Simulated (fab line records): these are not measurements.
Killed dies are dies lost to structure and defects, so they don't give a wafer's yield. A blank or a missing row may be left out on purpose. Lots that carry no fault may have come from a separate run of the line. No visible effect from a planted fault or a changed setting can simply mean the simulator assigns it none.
fab line records ; flow n5_finfet
record lots=4; wafers=12; last_day=16
route steps=1938 shown BEOL_M4@1099 BEOL_M5@1112 PASSIVATION@1915
lots that met no fault: from a run of the same line without faults
start_h: start of the lot's first displayed wafer, in hours after the record's first day ; wait_h: how many hours have passed since the lot's step before this one ; " the same as in the row above ; L1.1+2: a single row standing in for several wafers ; - value missing, or start not given ; * or withheld: withheld ; < > ~ a bound
route shown NAME@n: NAME is a module with steps in the file, n the number in the route of the first one ; usual: mean/standard deviation taken from wafers without a fault ; same: alike in all rows ; chamber/n: place in a boat ; sites: the reading at each site ; _std_site: their standard deviation ; _edge_site: the outer-site mean with the inner-site mean subtracted ; radius_mm: for every site, how far away it sits from the centre of the wafer ; mask NAME#n: copy n ; behind: the tool/chamber that last shaped the wafer ; hold: reason for holding the lot/hours on hold/outcome of the hold ; device: the n, p or np transistor that did not switch ; end of line: the tests these same wafers got at the end of their route ; a step without rows: its recipe alone ; killed: the dies lost at the first sort to structure and to defects; this is not the yield of the wafer ; map: a wafer's dies, x killed, . not, _ none there
set.NAME: the run value of the setting; set.NAME@STEP: its run value at that earlier step ; model.NAME: the simulator's own value behind a step, which no gauge read
lots seen at some steps along the route; tables by step, rows by wafer
services: from which hour (start_h, from the record's first day; less than 0 if before it) a tool's chamber was out of use, for how many hours, and why
## steps
# step N5_BEOL_M4_ANNEAL_95
# recipe temp_c=400; time_s=240; ambient=vacuum
# step N5_BEOL_M4_SPUTTER_96
# recipe material=Cu; target_thk_a=45; temp_c=-20; chamber_pressure_pa=0.07; power_w=withheld; time_s=8.29
# step N5_BEOL_M4_ECD_50
# recipe material=Cu; target_thk_a=3000
# step N5_BEOL_M4_ANNEAL_51
# recipe temp_c=225; time_s=90; ambient=N2
# step N5_BEOL_M4_CMP_52
# recipe stop_on=SiOC; t_overpolish_s=6.8; down_force_psi=1; platen_rpm=50; clearing_platen_down_force_psi=1.5; clearing_platen_rpm=50; post_cmp_clean=cu_alkaline; target_thk_nm=40; clearing_platen_pad_velocity_m_s=0.99484; pad_velocity_m_s=0.99484
# step N5_BEOL_M4_PRE_CLEAN_60
# recipe gas=NH3/H2; time_s=15; temp_c=*; rf_power_w=300
# step N5_BEOL_M4_CO_CAP_55
# recipe material=Co; target_thk_a=20; temp_c=200; precursor=CCTBA/H2; pressure_torr=30; time_s=102.1
# step N5_BEOL_M4_PRE_CLEAN_56
# recipe gas=NH3; time_s=15; temp_c=withheld; rf_power_w=300
# step N5_BEOL_M4_DEP_57
# recipe material=SiCN; target_thk_a=80; temp_c=withheld; precursor=3MS/NH3; pressure_torr=3; rf_w=202; time_s=14
# step N5_BEOL_M4_RC_MEAS_101
# usual DIBL_N=36.5/1.4; DIBL_P=36.6/1.6; IOFF_N=0.160/0.024; IOFF_P=0.217/0.029; ION_N=674/8.7; ION_P=464/6.5; SS_N=71.6/0.47; SS_P=73.4/0.57; VT_N=250.0/2.5; VT_P=-250/3.1
lot.wafer;tool;chamber;start_h;wait_h;DIBL_N[mV/V];DIBL_P[mV/V];IOFF_N[nA/um];IOFF_P[nA/um];ION_N[uA/um];ION_P[uA/um];SS_N[mV/dec];SS_P[mV/dec];VT_N[mV];VT_P[mV]
L395.2;prober-02;0;219.06;0.4;39.5;38.6;0.216;0.269;679;464;71.9;73.7;244.3;-250
L395.4;prober-02;0;219.06;0.4;36.6;35.3;0.162;0.207;665;462;70.9;73.2;249.6;-250
L395.5;prober-02;0;219.06;0.4;36.9;36.0;0.169;0.230;689;473;71.2;73.5;247.6;-250
L393.2;prober-01;0;227.36;0.2;36.2;37.3;0.168;0.262;675;478;71.9;73.5;248.0;-241
L393.4;prober-01;0;227.36;0.2;36.3;37.5;0.169;0.257;682;474;71.5;74.0;248.9;-243
L393.6;prober-01;0;227.36;0.2;35.4;36.3;0.145;0.229;664;468;71.2;73.0;249.4;-243
L396.1;prober-02;0;241.98;0.0;39.1;39.7;0.188;0.223;677;455;72.1;74.6;247.6;-252
L396.3;prober-02;0;241.98;0.0;39.1;39.2;0.189;0.209;668;451;72.9;74.4;250.1;-252
L396.4;prober-02;0;241.98;0.0;39.9;40.3;0.212;0.237;677;457;71.9;74.1;246.1;-251
L404.2;prober-02;0;289.12;0.2;34.8;35.7;0.137;0.188;669;462;71.1;73.2;250.9;-255
L404.3;prober-02;0;289.12;0.2;36.4;36.4;0.147;0.208;666;460;72.1;73.9;252.5;-251
L404.5;prober-02;0;289.12;0.2;35.2;36.0;0.134;0.193;658;458;71.9;73.4;254.7;-251
# step N5_BEOL_M5_ILD_DEP_00
# recipe material=SiCOH_lowk; target_thk_a=1406.4; temp_c=300; precursor=DEMS/porogen; pressure_torr=5; rf_w=500; time_s=25.9
# step N5_BEOL_M5_CURE_79
# recipe temp_c=385; time_s=240; ambient=He/Ar; material=SiCOH_lowk
# step N5_BEOL_M5_PECVD_70
# recipe material=SiO2; target_thk_a=160; temp_c=400; precursor=TEOS/O2; pressure_torr=5.5; rf_w=450; teos_flow_sccm=53.8; gas=O2; flow_sccm=3000; time_s=18
# step N5_BEOL_M5_HM_DEP_02
# recipe material=TiN; target_thk_a=200; temp_c=25; chamber_pressure_pa=0.49996
# step N5_BEOL_M5_COAT_59
# recipe resist=SOC; temp_c=250; time_s=60; spin_rpm=1500; resist_thk_nm=60
# step N5_BEOL_M5_COAT_60
# recipe resist=SiARC; temp_c=220; time_s=60; spin_rpm=1500; resist_thk_nm=12
# step N5_BEOL_M5_COAT_71
# recipe resist=underlayer; temp_c=205; time_s=60; spin_rpm=1500; resist_thk_nm=5
# step N5_BEOL_M5_COAT_05
# recipe resist=CAR-EUV; spin_rpm=1500; resist_thk_nm=30
# step N5_BEOL_M5_EBR_07
# recipe solvent=PGMEA; ebr_width_mm=1.5
# step N5_BEOL_M5_SOFTBAKE_06
# recipe temp_c=110; time_s=60; resist=CAR-EUV
# step N5_BEOL_M5_EXPOSE_08
# recipe mask_id=M5; na=0.33; source_shape=annular; sigma_inner=0.4; sigma_outer=0.8; polarization=unpolarized; target_cd_nm=28; dose_mj=35.75
# step N5_BEOL_M5_PEB_09
# recipe peb_temp_c=100; peb_time_s=60; resist=CAR-EUV
# step N5_BEOL_M5_DEVELOP_10
# recipe develop_time_s=30; developer=TMAH; resist=CAR-EUV; rinse_liquid=surfactant_rinse; dry=air_spin; dev_temp_c=23
# step N5_BEOL_M5_DESCUM_16
# recipe chemistry=O2; time_s=7; source_power_w=50; bias_power_w=20; pressure_mtorr=20; rf_frequency_hz=2.712e+07; temp_c=40; resist=CAR-EUV; o2_flow_sccm=225
# step N5_BEOL_M5_ETCH_72
# recipe chemistry=N2/H2; target=underlayer; target_depth_a=65; mask_material=CAR-EUV; time_s=5.2; ion_energy_ev=200; pressure_mtorr=30; source_w=840; bias_w=150; n2_flow_sccm=200; h2_flow_sccm=200; ends=cleared
# step N5_BEOL_M5_ETCH_61
# recipe chemistry=CF4; target=SiARC; target_depth_a=156; mask_material=CAR-EUV; time_s=26; ion_energy_ev=80; pressure_mtorr=40; source_w=545; bias_w=36; Ar_flow_sccm=100; cf4_flow_sccm=100; ends=cleared
# step N5_BEOL_M5_ETCH_62
# recipe chemistry=N2/H2; target=SOC; target_depth_a=750; overetch_a=150; mask_material=SiARC; temp_c=40; time_s=112.5; ion_energy_ev=200; pressure_mtorr=30; source_w=840; bias_w=150; n2_flow_sccm=200; h2_flow_sccm=200
# step N5_BEOL_M5_STRIP_63
# recipe chemistry=N2/H2; temp_c=40; n2_flow_sccm=200; h2_flow_sccm=200; rf_frequency_hz=6e+07
# step N5_BEOL_M5_STRIP_73
# recipe chemistry=N2/H2; temp_c=40; n2_flow_sccm=200; h2_flow_sccm=200; rf_frequency_hz=6e+07
# step N5_BEOL_M5_STRIP_64
# recipe chemistry=CF4; resist=SiARC; power_w=300; bias_power_w=75; pressure_mtorr=50; cf4_flow_sccm=150; rf_frequency_hz=6e+07
# step N5_BEOL_M5_HM_OPEN_17
# recipe chemistry=Cl2/BCl3; target_depth_a=200; overetch_a=60; target=TiN; mask_material=SOC; ion_energy_ev=150; pressure_mtorr=10; icp_w=1000; bias_w=126; Cl2_flow_sccm=53.25; bcl3_flow_sccm=21.75; Ar_flow_sccm=25
# step N5_BEOL_M5_STRIP_19
# recipe chemistry=O2; power_w=400; temp_c=40; pressure_mtorr=30; rf_frequency_hz=6e+07; bias_power_w=0; overash_fraction=0.2; o2_flow_sccm=225
# step N5_BEOL_M5_COAT_65
# recipe resist=SOC; temp_c=250; time_s=60; spin_rpm=1500; resist_thk_nm=60
# step N5_BEOL_M5_COAT_66
# recipe resist=SiARC; temp_c=220; time_s=60; spin_rpm=1500; resist_thk_nm=12
# step N5_PASSIVATION_PECVD_53
# recipe material=SiO2; target_thk_a=8000; temp_c=400; precursor=TEOS/O2; pressure_torr=6.5; rf_w=withheld; teos_flow_sccm=withheld; gas=O2; flow_sccm=2650; time_s=169.4
# usual run_length_s=197.4/0.32
lot.wafer;tool;chamber;start_h;wait_h;run_length_s;model.SiO2_of_PASSIVATION_PECVD_53.thk_nm
L395.2;pecvd-04;0;306.74;0.0;196.9;808.8
L395.4;pecvd-04;1;306.74;0.0;197.0;811.6
L395.5;pecvd-04;2;306.74;0.0;197.4;816.4
L393.2;pecvd-04;0;316.55;0.0;196.9;803.2
L393.4;pecvd-04;2;316.55;0.0;266.3;1142
L393.6;pecvd-04;1;316.55;0.0;197.4;816
L396.1;pecvd-04;2;339.15;0.0;197.3;779.8
L396.3;pecvd-04;1;339.15;0.0;265.8;1121
L396.4;pecvd-04;0;339.15;0.0;266.0;1130
L404.2;pecvd-01;0;379.72;0.0;197.7;790.8
L404.3;pecvd-01;2;379.72;0.0;197.2;783.6
L404.5;pecvd-01;2;379.72;0.0;197.8;787.4
# step N5_PASSIVATION_PROBE_49
# usual defect_limited_yield=91.2/1.4; killed_at_M0_to_M3=34/9.4; killed_at_M4_up=13/5.8; killed_at_contacts=13/6.4; killed_at_front_end=41/11; killed_at_other=3.1/2.3; killed_dies=103/16; killed_on_rim=13/3.4; killed_open=69/12; killed_short=33/7.8; sort_bin_5_function=5.1/0.91; sort_bin_6_memory=3.3/0.63; sort_n_pass=1077/16; sort_yield_pct=91.2/1.4
# same gross_dies=1180; killed_at_back_side=0; sort_bin_4_leakage[%]=0; sort_bin_8_speed[%]=0
lot.wafer;tool;chamber;start_h;wait_h;defect_limited_yield[%];killed_at_M0_to_M3;killed_at_M4_up;killed_at_contacts;killed_at_front_end;killed_at_other;killed_dies;killed_on_rim;killed_open;killed_short;sort_bin_5_function[%];sort_bin_6_memory[%];sort_n_pass;sort_yield_pct[%]
L393.4;prober-01;-;320.50;0.2;0;39;5;14;43;1079;1180;152;67;36;96.9;2.7;0;0
L396.3;prober-01;-;343.51;0.1;0;26;16;4;36;1098;1180;152;53;31;97.2;2.4;0;0
L396.4;prober-01;-;343.56;0.2;0;35;19;11;34;1081;1180;152;68;32;96.9;3.1;0;0
L404.2;prober-02;-;384.08;0.1;89.7;49;11;9;46;7;122;14;85;36;6.1;3.5;1058;89.7
L404.3;prober-02;-;384.13;0.1;91.9;44;16;9;25;2;96;17;65;28;5.0;3.1;1084;91.9
L404.5;prober-02;-;384.23;0.2;90.9;37;14;10;46;0;107;12;64;39;4.7;3.6;1073;90.9
# killed by level:class
L393.4 PASSIVATION:area_pecvd=1077 STI_FIN_REVEAL:geometric_particle:open=16 BEOL_M2:geometric_particle:open=11 MOL_CONTACT_COAG:geometric_particle:open=9 BEOL_M0_SAQP:geometric_particle:short=8 FIN_SAQP:geometric_particle:short=6 DUMMY_GATE:geometric_particle:open=5 MOL_CONTACT_COAG:geometric_particle:short=5
L396.3 PASSIVATION:area_pecvd=1095 FIN_SAQP:geometric_particle:short=12 FIN_SAQP:geometric_particle:open=6 STI_FIN_REVEAL:geometric_particle:open=6 BEOL_M0_SAQP:geometric_particle:short=6 BEOL_M4:geometric_particle:open=6 BEOL_M2:geometric_particle:open=5 BEOL_M0_SAQP:geometric_particle:open=4
L396.4 PASSIVATION:area_pecvd=1080 STI_FIN_REVEAL:geometric_particle:open=13 BEOL_M0_SAQP:geometric_particle:short=12 BEOL_M4:geometric_particle:open=10 MOL_CONTACT_COAG:geometric_particle:open=9 BEOL_M0_SAQP:geometric_particle:open=6 DUMMY_GATE:geometric_particle:open=6 BEOL_M2:geometric_particle:open=6
L404.2 BEOL_M0_SAQP:geometric_particle:open=13 DUMMY_GATE:geometric_particle:open=10 BEOL_M2:geometric_particle:open=10 BEOL_M1:geometric_particle:open=9 MOL_CONTACT_COAG:geometric_particle:open=8 BEOL_M0_SAQP:geometric_particle:short=7 BEOL_M1:geometric_particle:short=6 FIN_SAQP:geometric_particle:short=5
L404.3 BEOL_M1:geometric_particle:open=15 BEOL_M0_SAQP:geometric_particle:open=13 MOL_CONTACT_COAG:geometric_particle:open=9 GATE_CUT:geometric_particle:short=5 DUMMY_GATE:geometric_particle:open=4 BEOL_M5:geometric_particle:open=4 GATE_CUT:geometric_particle:open=4 FIN_SAQP:geometric_particle:short=3
L404.5 BEOL_M2:geometric_particle:open=9 BEOL_M0_SAQP:geometric_particle:open=7 FIN_SAQP:geometric_particle:open=6 MOL_CONTACT_COAG:geometric_particle:open=6 GATE_CUT:geometric_particle:short=6 BEOL_M0_SAQP:geometric_particle:short=6 ILD0:geometric_particle:open=5 FIN_SAQP:geometric_particle:short=4
# map L393.4 (x killed, . not)
_________________xxxxxxxxxxxx________________
______________xxxxxxxxxxxxxxxxxx_____________
___________xxxxxxxxxxxxxxxxxxxxxxxx__________
__________xxxxxxxxxxxxxxxxxxxxxxxxxx_________
________xxxxxxxxxxxxxxxxxxxxxxxxxxxxxx_______
_______xxxxxxxxxxxxxxxxxxxxxxxxxxxxxxxx______
______xxxxxxxxxxxxxxxxxxxxxxxxxxxxxxxxxx_____
_____xxxxxxxxxxxxxxxxxxxxxxxxxxxxxxxxxxxx____
____xxxxxxxxxxxxxxxxxxxxxxxxxxxxxxxxxxxxxx___
___xxxxxxxxxxxxxxxxxxxxxxxxxxxxxxxxxxxxxxxx__
___xxxxxxxxxxxxxxxxxxxxxxxxxxxxxxxxxxxxxxxx__
__xxxxxxxxxxxxxxxxxxxxxxxxxxxxxxxxxxxxxxxxxx_
__xxxxxxxxxxxxxxxxxxxxxxxxxxxxxxxxxxxxxxxxxx_
_xxxxxxxxxxxxxxxxxxxxxxxxxxxxxxxxxxxxxxxxxxxx
_xxxxxxxxxxxxxxxxxxxxxxxxxxxxxxxxxxxxxxxxxxxx
_xxxxxxxxxxxxxxxxxxxxxxxxxxxxxxxxxxxxxxxxxxxx
_xxxxxxxxxxxxxxxxxxxxxxxxxxxxxxxxxxxxxxxxxxxx
_xxxxxxxxxxxxxxxxxxxxxxxxxxxxxxxxxxxxxxxxxxxx
_xxxxxxxxxxxxxxxxxxxxxxxxxxxxxxxxxxxxxxxxxxxx
_xxxxxxxxxxxxxxxxxxxxxxxxxxxxxxxxxxxxxxxxxxxx
_xxxxxxxxxxxxxxxxxxxxxxxxxxxxxxxxxxxxxxxxxxxx
__xxxxxxxxxxxxxxxxxxxxxxxxxxxxxxxxxxxxxxxxxx_
__xxxxxxxxxxxxxxxxxxxxxxxxxxxxxxxxxxxxxxxxxx_
___xxxxxxxxxxxxxxxxxxxxxxxxxxxxxxxxxxxxxxxx__
___xxxxxxxxxxxxxxxxxxxxxxxxxxxxxxxxxxxxxxxx__
____xxxxxxxxxxxxxxxxxxxxxxxxxxxxxxxxxxxxxx___
_____xxxxxxxxxxxxxxxxxxxxxxxxxxxxxxxxxxxx____
______xxxxxxxxxxxxxxxxxxxxxxxxxxxxxxxxxx_____
_______xxxxxxxxxxxxxxxxxxxxxxxxxxxxxxxx______
________xxxxxxxxxxxxxxxxxxxxxxxxxxxxxx_______
__________xxxxxxxxxxxxxxxxxxxxxxxxxx_________
___________xxxxxxxxxxxxxxxxxxxxxxxx__________
______________xxxxxxxxxxxxxxxxxx_____________
_________________xxxxxxxxxxxx________________
# map L396.3 (x killed, . not)
_________________xxxxxxxxxxxx________________
______________xxxxxxxxxxxxxxxxxx_____________
___________xxxxxxxxxxxxxxxxxxxxxxxx__________
__________xxxxxxxxxxxxxxxxxxxxxxxxxx_________
________xxxxxxxxxxxxxxxxxxxxxxxxxxxxxx_______
_______xxxxxxxxxxxxxxxxxxxxxxxxxxxxxxxx______
______xxxxxxxxxxxxxxxxxxxxxxxxxxxxxxxxxx_____
_____xxxxxxxxxxxxxxxxxxxxxxxxxxxxxxxxxxxx____
____xxxxxxxxxxxxxxxxxxxxxxxxxxxxxxxxxxxxxx___
___xxxxxxxxxxxxxxxxxxxxxxxxxxxxxxxxxxxxxxxx__
___xxxxxxxxxxxxxxxxxxxxxxxxxxxxxxxxxxxxxxxx__
__xxxxxxxxxxxxxxxxxxxxxxxxxxxxxxxxxxxxxxxxxx_
__xxxxxxxxxxxxxxxxxxxxxxxxxxxxxxxxxxxxxxxxxx_
_xxxxxxxxxxxxxxxxxxxxxxxxxxxxxxxxxxxxxxxxxxxx
_xxxxxxxxxxxxxxxxxxxxxxxxxxxxxxxxxxxxxxxxxxxx
_xxxxxxxxxxxxxxxxxxxxxxxxxxxxxxxxxxxxxxxxxxxx
_xxxxxxxxxxxxxxxxxxxxxxxxxxxxxxxxxxxxxxxxxxxx
_xxxxxxxxxxxxxxxxxxxxxxxxxxxxxxxxxxxxxxxxxxxx
_xxxxxxxxxxxxxxxxxxxxxxxxxxxxxxxxxxxxxxxxxxxx
_xxxxxxxxxxxxxxxxxxxxxxxxxxxxxxxxxxxxxxxxxxxx
_xxxxxxxxxxxxxxxxxxxxxxxxxxxxxxxxxxxxxxxxxxxx
__xxxxxxxxxxxxxxxxxxxxxxxxxxxxxxxxxxxxxxxxxx_
__xxxxxxxxxxxxxxxxxxxxxxxxxxxxxxxxxxxxxxxxxx_
___xxxxxxxxxxxxxxxxxxxxxxxxxxxxxxxxxxxxxxxx__
___xxxxxxxxxxxxxxxxxxxxxxxxxxxxxxxxxxxxxxxx__
____xxxxxxxxxxxxxxxxxxxxxxxxxxxxxxxxxxxxxx___
_____xxxxxxxxxxxxxxxxxxxxxxxxxxxxxxxxxxxx____
______xxxxxxxxxxxxxxxxxxxxxxxxxxxxxxxxxx_____
_______xxxxxxxxxxxxxxxxxxxxxxxxxxxxxxxx______
________xxxxxxxxxxxxxxxxxxxxxxxxxxxxxx_______
__________xxxxxxxxxxxxxxxxxxxxxxxxxx_________
___________xxxxxxxxxxxxxxxxxxxxxxxx__________
______________xxxxxxxxxxxxxxxxxx_____________
_________________xxxxxxxxxxxx________________
## services
tool;chamber;start_h;hours;kind
pecvd-01;0;308.57;10.3;repair
pecvd-04;-;324.79;6.0;pm
pecvd-01;-;334.76;2.8;pm
pecvd-01;0;364.00;5.5;scheduled_down
## key
first_sign step=N5_PASSIVATION_PECVD_53; reading=run_length_s; direction=up; sigmas=99+; usual=*; struck=*
effect step=N5_PASSIVATION_PROBE_49; reading=killed_at_other; direction=up; sigmas=99+; usual=3.1; struck=1086
model_effect step=N5_PASSIVATION_PECVD_53; value=SiO2_of_PASSIVATION_PECVD_53.thk_nm; without=807.1; struck=1131
more_kills_born_at N5_PASSIVATION_PECVD_53@pecvd-04=3252
met_at N5_PASSIVATION_PECVD_53
struck_wafers L393.4,L396.3,L396.4
later_rows_left_out L393.4,L396.3,L396.4
onset_between 306.74 316.55
fault kind=process_parameter_drift; tool=pecvd-04; chamber=-; onset_h=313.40; steps=N5_PASSIVATION_PECVD_53; channel=time_s; offset=*; shape=step; end_h=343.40; scope=struck_wafers_only; acts_in=*; stated=*
# later_rows_left_out: the simulator's readings of these wafers behind a module that went badly wrong aren't trusted and aren't shown, but for the sort
